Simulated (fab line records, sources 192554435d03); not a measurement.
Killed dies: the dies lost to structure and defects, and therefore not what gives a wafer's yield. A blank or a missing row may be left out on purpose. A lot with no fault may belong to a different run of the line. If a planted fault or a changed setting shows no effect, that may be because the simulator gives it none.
fab line records	flow n5Finfet
record: lots: 6	wafers: 18	lastDay: 19
route steps=1938 shown BEOL_M13@1673
lots that met no fault: from a run of the same line without faults
startH: hours from the record's first day to the start of the lot's first wafer shown	waitH: hours elapsed since this lot's preceding step	" unchanged from the row above	L1.1+2: a single row standing in for several wafers	- no value present, or no start provided	* or withheld: withheld	< > ~ a bound
route shown NAME@n: a module of which the file shows steps, and the number in the route of the first	usual: mean/standard deviation of fault-free wafers	same: alike in all rows	chamber/n: place in a boat	sites: readings site by site	_std_site: the values' standard deviation	_edge_site: mean of outer sites minus mean of inner sites	radiusMm: how far each site lies from the wafer's centre	mask NAME#n: copy n	behind: the tool/chamber that last shaped the wafer	hold: cause of the lot's hold/its duration in hours/its outcome	device: the transistor (n, p or np) that didn't switch	end of line: the route-end tests of the same wafers	where a step has no rows: the recipe by itself	killed: at the first sort, the dies lost to defects and structure; wafer yield is something else	map: shows each die of a wafer: x if killed, . if not, _ if none is there
set.NAME: the setting that was run; set.NAME@STEP: the one run at that earlier step	model.NAME: the simulator's own value behind a step, which no gauge read
lots at some steps of the route; a table a step, a row a wafer
services: the hour from which a tool's chamber was out of use, counted from the record's first day as startH (under 0 if before that day), plus the number of hours and why
== steps ==
step: N5_BEOL_M13_ETCH_59
recipe: chemistry: N2/H2	target: BARC	targetDepthA: 890	overetchA: 267	timeS: 67.9	ionEnergyEv: 200	pressureMtorr: 30	sourceW: 840	biasW: 150	n2FlowSccm: 200	h2FlowSccm: 200
usual: drypumpMotorCurrentA: 5.5/0.38	oesProductAu: 0.67/0.063	rfVppV: 524.4/2.3	showerheadPlenumPTorr: 2.57/0.083	throttleValvePct: 18.04/0.22
lot.wafer	tool	chamber	startH	waitH	drypumpMotorCurrentA	oesProductAu	rfHoursCounterH	rfVppV	showerheadPlenumPTorr	throttleValvePct
L183.1	rieDiel-02	2	284.79	0.0	5.7	0.62	184	526.7	2.64	17.95
L183.2	"	0	"	"	5.6	0.65	134	523.7	2.56	18.11
L183.5	"	1	"	"	6.0	0.71	-	525.2	2.57	18.22
L185.2	rieDiel-04	2	310.39	0.0	5.0	0.73	47	525.0	2.58	17.89
L185.4	"	1	"	"	5.0	0.63	177	527.2	2.63	17.95
L185.6	"	2	"	"	5.0	0.73	-	524.7	2.58	17.91
L194.1	rieDiel-04	1	350.66	0.0	5.0	0.62	192	524.5	2.62	17.99
L194.3	"	2	"	"	5.0	0.71	62	525.5	2.57	17.94
L194.5	"	0	"	"	5.5	0.60	-	523.9	2.62	17.83
L195.1	rieDiel-05	3	378.02	0.0	5.4	0.60	230	519.7	2.40	17.86
L195.2	"	0	"	"	4.9	0.74	48	525.0	2.61	18.38
L195.3	"	2	"	"	5.6	0.60	215	520.2	2.40	18.15
L196.2	rieDiel-02	1	386.15	0.0	6.0	0.68	102	525.1	2.56	18.26
L196.4	"	3	"	"	5.7	0.72	69	525.7	2.69	17.80
L196.5	"	0	"	"	5.6	0.63	-	523.1	2.55	18.16
L197.2	rieDiel-04	1	418.32	0.0	5.0	0.61	208	526.3	2.61	18.00
L197.5	"	3	"	"	5.4	0.75	-	522.7	2.50	17.98
L197.6	"	2	"	"	5.0	0.69	-	524.6	2.57	17.98
step: N5_BEOL_M13_VIA_ETCH_16
recipe: chemistry: C4F8/O2/Ar	target: SiOC	pressureMtorr: 30	sourceW: 3000	biasW: 700	Ar_flow_sccm: 400	C4F8_flow_sccm: 15	O2_flow_sccm: 8	heInnerTorr: 15	heOuterTorr: 30	targetDepthA: 9217	timeS: withheld	ionEnergyEv: 250	ends: cleared
usual: drypumpMotorCurrentA: 5.5/0.39	mfcArSccm: 400.1/1.2	oesProductAu: 0.71/0.07	rfVppV: 666.2/2.8	showerheadPlenumPTorr: 3.45/0.11	throttleValvePct: 24.37/0.18
lot.wafer	tool	chamber	startH	waitH	drypumpMotorCurrentA	mfcArSccm	oesProductAu	rfVppV	showerheadPlenumPTorr	throttleValvePct
L183.1	rieDiel-02	2	284.84	0.0	5.7	398.6	0.66	669.6	3.54	24.24
L183.2	"	0	"	"	5.5	400.3	0.70	665.6	3.45	24.47
L183.5	"	1	"	"	6.0	399.2	0.76	666.2	3.47	24.67
L185.2	rieDiel-04	2	310.44	0.0	5.0	399.9	0.77	665.8	3.49	24.45
L185.4	"	1	"	"	5.0	398.9	0.65	668.4	3.53	24.31
L185.6	"	2	"	"	5.0	400.2	0.77	665.2	3.49	24.47
L194.1	rieDiel-04	1	350.71	0.0	5.0	397.7	0.64	670.0	3.53	24.33
L194.3	"	2	"	"	5.0	399.1	0.75	668.4	3.48	24.48
L194.5	"	0	"	"	5.5	399.1	0.63	667.4	3.52	24.11
L195.1	rieDiel-05	3	378.07	0.0	5.4	400.4	0.64	661.8	3.28	24.38
L195.2	"	0	"	"	5.0	400.1	0.78	666.5	3.49	24.61
L195.3	"	2	"	"	5.7	399.2	0.64	663.2	3.22	24.32
L196.2	rieDiel-02	1	386.20	0.0	6.0	400.0	0.73	666.5	3.45	24.71
L196.4	"	3	"	"	5.7	400.9	0.75	669.8	3.62	24.29
L196.5	"	0	"	"	5.6	400.0	0.67	666.9	3.44	24.49
L197.2	rieDiel-04	1	418.38	0.0	5.0	403.5	0.63	668.2	3.52	24.36
L197.5	"	3	"	"	5.4	400.7	0.78	664.7	3.33	24.17
L197.6	"	2	"	"	5.0	400.4	0.73	666.2	3.47	24.51
step: N5_BEOL_M13_STRIP_63
recipe: chemistry: N2/H2	powerW: 1000	tempC: 250	h2Frac: 0.65	overashFraction: 0.3	pressureMtorr: 1000	n2FlowSccm: 1750	h2FlowSccm: 3250
step: N5_BEOL_M13_STRIP_64
recipe: chemistry: N2/H2	powerW: 1000	tempC: 250	h2Frac: 0.65	overashFraction: 0.3	pressureMtorr: withheld	n2FlowSccm: 1750	h2FlowSccm: 3250
usual: drypumpMotorCurrentA: 5.74/0.13	heaterPowerW: 359/20	oesProductAu: 0.715/0.0047	stripTimeToEndpointS: 31.39/0.067
lot.wafer	tool	chamber	startH	waitH	drypumpMotorCurrentA	heaterPowerW	oesProductAu	rfHoursCounterH	stripTimeToEndpointS
L183.1	plasmaAsher-02	1	285.28	0.0	5.58	346	0.711	125	31.41
L183.2	"	0	"	"	5.83	350	0.708	125	31.40
L183.5	"	0	"	"	5.82	359	0.717	-	31.39
L185.2	plasmaAsher-01	1	310.74	0.0	5.63	338	0.715	83	31.37
L185.4	"	1	"	"	5.63	333	0.712	-	31.29
L185.6	"	0	"	"	5.90	387	0.719	-	31.36
L194.1	plasmaAsher-02	0	351.01	0.0	5.84	364	0.707	139	31.40
L194.3	"	0	"	"	5.84	357	0.717	-	31.32
L194.5	"	0	"	"	5.82	361	0.715	-	31.31
L195.1	plasmaAsher-02	0	378.37	0.0	5.82	359	0.717	145	31.30
L195.2	"	1	"	"	5.55	348	0.709	145	31.39
L195.3	"	0	"	"	5.81	353	0.711	-	31.33
L196.2	plasmaAsher-01	0	386.49	0.0	5.87	384	0.721	98	31.37
L196.4	"	1	"	"	5.62	331	0.719	-	31.40
L196.5	"	0	"	"	5.85	382	0.712	-	31.39
L197.2	plasmaAsher-01	0	418.67	0.0	5.88	382	0.721	103	31.46
L197.5	"	0	"	"	5.88	388	0.715	-	31.36
L197.6	"	1	"	"	5.63	335	0.715	-	31.38
step: N5_BEOL_M13_STRIP_71
recipe: chemistry: postEtchResidueRemover	timeS: 60	tempC: 25	removerPh: withheld	removerWaterWtPct: withheld	removerFluorideWtPct: withheld
step: N5_BEOL_M13_SRD_72
recipe: timeS: 30	tempC: 23	rinseLiquid: diw	dry: n2Spin	spinRpm: 1500	dryTimeS: 30
step: N5_BEOL_M13_CD_MEAS_17
recipe: targetCdNm: 190	polarity: opening
usual: cdNm: 190.3/1.7
lot.wafer	tool	chamber	startH	waitH	cdNm
L183.1	cdSem-01	-	285.43	0.0	190.8
L183.2	"	-	"	"	188.9
L183.5	"	-	"	"	191.8
L185.2	cdSem-02	-	310.89	0.0	189.7
L185.4	"	-	"	"	190.4
L185.6	"	-	"	"	189.1
L194.1	cdSem-02	-	351.16	0.0	189.1
L194.3	"	-	"	"	190.1
L194.5	"	-	"	"	191.4
L195.1	cdSem-02	-	378.52	0.0	190.1
L195.2	"	-	"	"	189.4
L195.3	"	-	"	"	186.4
L196.2	cdSem-01	-	386.64	0.0	193.2
L196.4	"	-	"	"	193.2
L196.5	"	-	"	"	187.8
L197.2	cdSem-02	-	418.82	0.0	187.2
L197.5	"	-	"	"	190.8
L197.6	"	-	"	"	190.4
step: N5_BEOL_M13_COAT_65
recipe: resist: SOC	tempC: 250	timeS: 60	spinRpm: 1500	resistThkNm: 350
step: N5_BEOL_M13_COAT_66
recipe: resist: SiARC	tempC: 220	timeS: 60	spinRpm: 1500	resistThkNm: 110
step: N5_BEOL_M13_COAT_22
recipe: spinRpm: 2888	resistThkNm: 300
step: N5_BEOL_M13_EBR_24
recipe: solvent: PGMEA	ebrWidthMm: 1.5
step: N5_BEOL_M13_SOFTBAKE_23
recipe: tempC: 130	timeS: 60
step: N5_BEOL_M13_EXPOSE_25
recipe: maskId: M13	na: 0.93	sourceShape: conventional	sigmaOuter: 0.4	polarization: unpolarized	targetCdNm: 210	doseMj: 22
usual: exposureDoseMJCm2: 21.98/0.031
lot.wafer	tool	chamber	startH	waitH	mask	exposureDoseMJCm2
L183.1	krfScanner-01	0	285.58	-	M13#0	22.01
L183.2	"	0	"	"	M13#0	21.99
L183.5	"	0	"	"	M13#0	22.01
L185.2	krfScanner-02	0	311.17	-	M13#0	22.01
L185.4	"	0	"	"	M13#0	22.03
L185.6	"	0	"	"	M13#0	21.99
L194.1	krfScanner-01	0	351.32	-	M13#0	21.95
L194.3	"	0	"	"	M13#0	21.98
L194.5	"	0	"	"	M13#0	21.98
L195.1	krfScanner-01	0	378.67	-	M13#0	21.99
L195.2	"	0	"	"	M13#0	21.98
L195.3	"	0	"	"	M13#0	21.96
L196.2	krfScanner-02	0	386.93	-	M13#0	22.00
L196.4	"	0	"	"	M13#0	21.95
L196.5	"	0	"	"	M13#0	21.99
L197.2	krfScanner-02	0	419.11	-	M13#0	22.01
L197.5	"	0	"	"	M13#0	21.99
L197.6	"	0	"	"	M13#0	21.99
step: N5_BEOL_M13_PEB_26
recipe: pebTempC: 130	pebTimeS: 90
step: N5_BEOL_M13_DEVELOP_27
recipe: developTimeS: 45	rinseLiquid: diw	dry: airSpin	devTempC: 21
step: N5_BEOL_M13_HARDBAKE_32
recipe: tempC: 130	timeS: 120
step: N5_BEOL_M13_CD_MEAS_28
recipe: targetCdNm: 209.5	landingEnergyEv: 500	detector: seInlens
usual: cdNm: 209.6/1.1
lot.wafer	tool	chamber	startH	waitH	cdNm
L183.1	cdSem-03	0	285.76	-	211.3
L183.2	"	0	"	"	209.9
L183.5	"	0	"	"	212.0
L185.2	cdSem-02	0	311.34	-	208.8
L185.4	"	0	"	"	208.3
L185.6	"	0	"	"	209.9
L194.1	cdSem-01	0	351.49	-	211.3
L194.3	"	0	"	"	319.9
L194.5	"	0	"	"	321.5
L195.1	cdSem-02	0	378.85	-	209.4
L195.2	"	0	"	"	318.1
L195.3	"	0	"	"	317.4
L196.2	cdSem-03	0	387.09	-	210.2
L196.4	"	0	"	"	209.5
L196.5	"	0	"	"	210.2
L197.2	cdSem-01	0	419.28	-	209.9
L197.5	"	0	"	"	211.1
L197.6	"	0	"	"	209.8
step: N5_BEOL_M13_OVL_MEAS_29
recipe: pointsPerWafer: 44
usual: M13_OVL: -3/4.9
lot.wafer	tool	chamber	startH	waitH	M13_OVL[nm]
L183.1	overlay-02	0	285.79	0.0	-7
L183.2	"	0	"	"	-2
L183.5	"	0	"	"	-8
L185.2	overlay-01	0	311.37	0.0	-1
L185.4	"	0	"	"	6
L185.6	"	0	"	"	0
L194.1	overlay-01	0	351.54	0.1	-3
L194.3	"	0	"	"	-1
L194.5	"	0	"	"	-1
L195.1	overlay-01	0	378.88	0.0	0
L195.2	"	0	"	"	4
L195.3	"	0	"	"	-6
L196.2	overlay-01	0	387.12	0.0	-3
L196.4	"	0	"	"	-3
L196.5	"	0	"	"	1
L197.2	overlay-02	0	419.30	0.0	-3
L197.5	"	0	"	"	-12
L197.6	"	0	"	"	-10
step: N5_BEOL_M13_INSPECT_30
recipe: mode: adi	inspectInstrument: macro
usual: rawDefectCount: 2.1/1.6
lot.wafer	tool	chamber	startH	waitH	rawDefectCount
L183.1	defectInspect-01	-	285.81	0.0	1
L183.2	"	-	"	"	3
L183.5	"	-	"	"	4
L185.2	defectInspect-01	-	311.39	0.0	3
L185.4	"	-	"	"	0
L185.6	"	-	"	"	2
L194.1	defectInspect-02	-	351.57	0.0	1
L194.3	"	-	"	"	1
L194.5	"	-	"	"	0
L195.1	defectInspect-01	-	378.90	0.0	3
L195.2	"	-	"	"	2
L195.3	"	-	"	"	8
L196.2	defectInspect-01	-	387.15	0.0	3
L196.4	"	-	"	"	1
L196.5	"	-	"	"	5
L197.2	defectInspect-02	-	419.33	0.0	1
L197.5	"	-	"	"	0
L197.6	"	-	"	"	5
step: N5_BEOL_M13_DESCUM_33
recipe: chemistry: O2	timeS: 7.9	sourcePowerW: 50	biasPowerW: 20	pressureMtorr: 20	rfFrequencyHz: 2.712e+07	tempC: 40	o2FlowSccm: 225
usual: drypumpMotorCurrentA: 5.5/0.38	oesProductAu: 0.78/0.074	rfVppV: 243.6/1.2	showerheadPlenumPTorr: 2.12/0.064	throttleValvePct: 20.55/0.15
lot.wafer	tool	chamber	startH	waitH	drypumpMotorCurrentA	oesProductAu	rfHoursCounterH	rfVppV	showerheadPlenumPTorr	throttleValvePct	model.BEOL_M13.cdNm
L183.1	rieDiel-04	2	285.94	0.1	5.0	0.87	39	243.2	2.13	20.53	211.6
L183.2	"	0	"	"	5.5	0.70	223	243.9	2.18	20.43	210
L183.5	"	2	"	"	5.0	0.86	-	243.7	2.13	20.51	211.6
L185.2	rieDiel-05	0	311.43	0.0	5.0	0.91	30	243.8	2.14	20.74	208.8
L185.4	"	2	"	"	5.7	0.71	195	242.7	2.00	20.76	208.6
L185.6	"	2	"	"	5.7	0.72	-	241.2	2.00	20.78	210.2
L194.1	rieDiel-04	0	351.76	0.2	5.5	0.69	246	244.2	2.18	20.48	211.4
L194.3	"	1	"	"	5.0	0.72	192	244.0	2.17	20.66	320.2
L194.5	"	1	"	"	5.0	0.71	-	245.0	2.17	20.65	321.8
L195.1	rieDiel-04	3	378.94	0.0	5.4	0.91	25	241.9	2.03	20.39	209.6
L195.2	"	1	"	"	5.0	0.71	199	243.4	2.17	20.66	318.2
L195.3	"	2	"	"	4.9	0.83	70	243.3	2.11	20.56	317.6
L196.2	rieDiel-05	3	387.18	0.0	5.4	0.70	233	240.9	1.98	20.44	209.8
L196.4	"	0	"	"	4.9	0.86	51	242.3	2.13	20.79	209.2
L196.5	"	1	"	"	6.2	0.75	-	243.5	2.08	20.52	210
L197.2	rieDiel-02	0	419.43	0.1	5.6	0.73	171	242.5	2.09	20.67	209.6
L197.5	"	1	"	"	6.0	0.80	-	244.0	2.09	20.72	211.2
L197.6	"	0	"	"	5.6	0.74	-	243.7	2.09	20.68	209.2
step: N5_BEOL_M13_ETCH_67
recipe: chemistry: CF4	target: SiARC	targetDepthA: 1430	timeS: 238.3	ionEnergyEv: 80	pressureMtorr: 40	sourceW: 545	biasW: 36	Ar_flow_sccm: 100	cf4FlowSccm: 100	ends: cleared
step: N5_BEOL_M13_ETCH_68
recipe: chemistry: N2/H2	target: SOC	maskMaterial: SiARC	sourceW: 3000	biasW: 350	tempC: 40	timeS: 355	ionEnergyEv: 200	pressureMtorr: 30	n2FlowSccm: 200	h2FlowSccm: 200
step: N5_BEOL_M13_STRIP_69
recipe: chemistry: N2/H2	tempC: 40	n2FlowSccm: 200	h2FlowSccm: 200	rfFrequencyHz: 6e+07
step: N5_BEOL_M13_TRENCH_ETCH_34
recipe: chemistry: C4F8/O2/Ar	target: SiOC	targetDepthA: 4134.7	maskMaterial: SOC	pressureMtorr: 30	sourceW: 3000	biasW: 700	Ar_flow_sccm: 400	C4F8_flow_sccm: 15	O2_flow_sccm: 8	heInnerTorr: 15	heOuterTorr: 30	timeS: 162.6	ionEnergyEv: 250
usual: drypumpMotorCurrentA: 5.5/0.38	mfcArSccm: 400.0/1.2	oesProductAu: 0.78/0.074	rfVppV: 666.6/2.7	showerheadPlenumPTorr: 3.47/0.1	throttleValvePct: 24.36/0.17
lot.wafer	tool	chamber	startH	waitH	drypumpMotorCurrentA	mfcArSccm	oesProductAu	rfHoursCounterH	rfVppV	showerheadPlenumPTorr	throttleValvePct
L183.1	rieDiel-04	2	286.34	0.0	5.0	398.6	0.87	40	667.6	3.49	24.46
L183.2	"	0	"	"	5.5	402.6	0.71	224	668.3	3.53	24.07
L183.5	"	2	"	"	5.0	400.4	0.87	-	665.9	3.49	24.44
L185.2	rieDiel-05	0	311.83	0.0	5.0	398.3	0.89	30	667.1	3.50	24.58
L185.4	"	2	"	"	5.7	399.6	0.71	196	660.2	3.23	24.30
L185.6	"	2	"	"	5.7	399.6	0.71	-	661.9	3.23	24.31
L194.1	rieDiel-04	0	352.17	0.0	5.4	400.6	0.69	246	668.2	3.52	24.09
L194.3	"	1	"	"	5.0	399.3	0.71	193	669.7	3.53	24.34
L194.5	"	1	"	"	5.0	397.0	0.71	-	668.8	3.53	24.32
L195.1	rieDiel-04	3	379.34	0.0	5.4	401.5	0.89	26	665.2	3.33	24.18
L195.2	"	1	"	"	5.0	398.1	0.71	199	667.5	3.52	24.33
L195.3	"	2	"	"	5.0	401.6	0.83	70	667.1	3.48	24.48
L196.2	rieDiel-05	3	387.58	0.0	5.4	401.5	0.70	233	660.7	3.28	24.35
L196.4	"	0	"	"	5.0	400.8	0.85	51	667.0	3.48	24.62
L196.5	"	1	"	"	6.2	400.1	0.75	-	666.4	3.41	24.35
L197.2	rieDiel-02	0	419.83	0.0	5.6	399.9	0.73	171	666.1	3.43	24.50
L197.5	"	1	"	"	6.1	400.3	0.80	-	665.9	3.45	24.71
L197.6	"	0	"	"	5.6	399.9	0.74	-	665.4	3.43	24.51
step: N5_BEOL_M13_STRIP_70
recipe: chemistry: C4F8/O2/Ar	resist: SiARC	rfFrequencyHz: 6e+07
step: N5_BEOL_M13_STRIP_37
recipe: chemistry: N2/H2	powerW: 1000	tempC: 250	h2Frac: 0.65	overashFraction: 0.3	pressureMtorr: withheld	n2FlowSccm: 1750	h2FlowSccm: 3250
usual: drypumpMotorCurrentA: 5.74/0.14	heaterPowerW: 358/20	oesProductAu: 0.783/0.011
lot.wafer	tool	chamber	startH	waitH	drypumpMotorCurrentA	heaterPowerW	oesProductAu	rfHoursCounterH
L183.1	plasmaAsher-02	1	286.56	0.0	5.57	352	0.783	125
L183.2	"	0	"	"	5.83	356	0.776	125
L183.5	"	1	"	"	5.59	358	0.783	-
L185.2	plasmaAsher-02	0	312.04	0.0	5.79	365	0.775	131
L185.4	"	1	"	"	5.58	358	0.783	-
L185.6	"	0	"	"	5.78	357	0.781	-
L194.1	plasmaAsher-02	0	352.49	0.2	5.86	359	0.778	139
L194.3	"	0	"	"	5.81	356	0.777	-
L194.5	"	0	"	"	5.91	352	0.795	-
L195.1	plasmaAsher-01	0	379.55	0.0	5.86	381	0.777	96
L195.2	"	1	"	"	5.65	333	0.775	96
L195.3	"	0	"	"	5.92	383	0.804	-
L196.2	plasmaAsher-01	0	387.80	0.0	5.88	392	0.778	98
L196.4	"	0	"	"	5.86	394	0.796	-
L196.5	"	0	"	"	5.87	377	0.784	-
L197.2	plasmaAsher-02	1	420.04	0.0	5.59	363	0.757	153
L197.5	"	1	"	"	5.58	349	0.788	-
L197.6	"	0	"	"	5.86	360	0.794	-
step: N5_BEOL_M13_ETCH_38
recipe: chemistry: CF4/N2	target: SiCN	targetDepthA: 675	taperDeg: 2	timeS: 71.9	ionEnergyEv: 150	maskMaterial: SiO2	pressureMtorr: 40	sourceW: 430	biasW: 70	Ar_flow_sccm: 100	cf4FlowSccm: 60	n2FlowSccm: 60
usual: drypumpMotorCurrentA: 5.5/0.39	mfcArSccm: 100.0/0.32	oesProductAu: 0.78/0.082	rfVppV: 382.9/1.8	showerheadPlenumPTorr: 2.24/0.067	throttleValvePct: 15.56/0.13
lot.wafer	tool	chamber	startH	waitH	drypumpMotorCurrentA	mfcArSccm	oesProductAu	rfHoursCounterH	rfVppV	showerheadPlenumPTorr	throttleValvePct	model.BEOL_M13.cdNm
L183.1	rieDiel-05	3	287.35	-	5.4	100.1	0.73	204	378.7	2.12	15.57	213.8
L183.2	"	1	"	"	6.1	99.9	0.78	117	382.0	2.22	15.55	211.8
L183.5	"	3	"	"	5.3	100.0	0.72	-	379.8	2.12	15.56	213.6
L185.2	rieDiel-04	0	313.21	-	5.4	100.1	0.70	232	383.0	2.28	15.46	210
L185.4	"	3	"	"	5.3	100.1	0.93	13	380.7	2.16	15.38	209.4
L185.6	"	1	"	"	5.0	100.5	0.70	-	383.4	2.29	15.57	210.8
L194.1	rieDiel-04	0	353.92	-	5.5	99.6	0.70	246	383.8	2.27	15.47	211.2
L194.3	"	3	"	"	5.4	100.2	0.92	18	381.2	2.16	15.39	319.6
L194.5	"	2	"	"	5.0	100.1	0.83	-	382.6	2.24	15.57	321.2
L195.1	rieDiel-02	3	379.63	-	5.7	100.2	0.85	67	385.1	2.34	15.43	208.6
L195.2	"	1	"	"	6.0	99.9	0.81	101	381.7	2.22	15.77	317.4
L195.3	"	0	"	"	5.6	100.5	0.73	160	382.5	2.22	15.71	317.6
L196.2	rieDiel-05	3	389.47	-	5.4	99.9	0.70	234	379.8	2.11	15.62	211.2
L196.4	"	1	"	"	6.2	100.1	0.76	146	381.4	2.21	15.59	212.4
L196.5	"	0	"	"	4.9	100.3	0.86	-	384.8	2.25	15.64	212
L197.2	rieDiel-05	1	420.39	-	6.2	100.1	0.74	157	382.0	2.20	15.63	210.2
L197.5	"	1	"	"	6.2	99.8	0.74	-	383.1	2.20	15.63	210
L197.6	"	3	"	"	5.4	99.8	0.69	-	379.2	2.10	15.66	209.8
step: N5_BEOL_M13_PRECLEAN_39
recipe: chemistry: residueRemover	timeS: 60	tempC: 40
== services ==
tool	chamber	startH	hours	kind
rieDiel-05	3	263.47	13.5	repair
krfScanner-02	-	266.71	1.3	pm
krfScanner-02	-	289.73	0.8	pm
rieDiel-02	3	294.20	9.6	repair
plasmaAsher-01	-	295.54	3.3	repair
krfScanner-01	-	308.29	3.6	pm
rieDiel-04	3	330.35	22.4	repair
krfScanner-01	0	358.50	-	calibration
rieDiel-04	0	370.65	-	clean
rieDiel-04	0	370.65	-	consumableReplace:focusRing
rieDiel-04	0	370.65	17.5	scheduledDown
rieDiel-04	0	370.65	17.5	ventCycle
rieDiel-02	0	375.55	2.3	repair
krfScanner-01	-	375.74	1.3	pm
krfScanner-01	-	384.63	1.0	pm
krfScanner-02	0	391.54	-	calibration
rieDiel-05	2	392.86	3.8	repair
krfScanner-01	-	404.08	0.8	pm
plasmaAsher-02	-	405.69	2.8	pm
rieDiel-05	0	415.19	13.2	repair
krfScanner-02	-	415.83	1.0	pm
== key ==
firstSign: step: N5_BEOL_M13_CD_MEAS_28	reading: cdNm	direction: up	sigmas: 99+	usual: 209.6	struck: 319.2
effect none on later readings
modelEffect: step: N5_BEOL_M13_DESCUM_33	value: BEOL_M13.cdNm	without: 210.5	struck: 319.5
modelEffect: step: N5_BEOL_M13_ETCH_38	value: BEOL_M13.cdNm	without: 209.9	struck: 319
metAt N5_BEOL_M13_EXPOSE_25
struckWafers L194.3,L194.5,L195.2,L195.3
laterRowsLeftOut L194.3,L194.5,L195.2,L195.3
sortLeftOut L194.3,L194.5,L195.2,L195.3
onsetBetween 285.58 351.32
fault: kind: processParameterDrift	tool: krfScanner-01	chamber: -	onsetH: 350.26	steps: N5_BEOL_M13_EXPOSE_25	channel: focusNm	offset: 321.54	shape: step	endH: 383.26	scope: struckWafersOnly
sortLeftOut: the simulated sort isn't trusted on such a fault, so these wafers' sort isn't shown, and their yield isn't known
laterRowsLeftOut: the simulator's readings of these wafers behind a module that went badly wrong aren't trusted and aren't shown, but for the sort
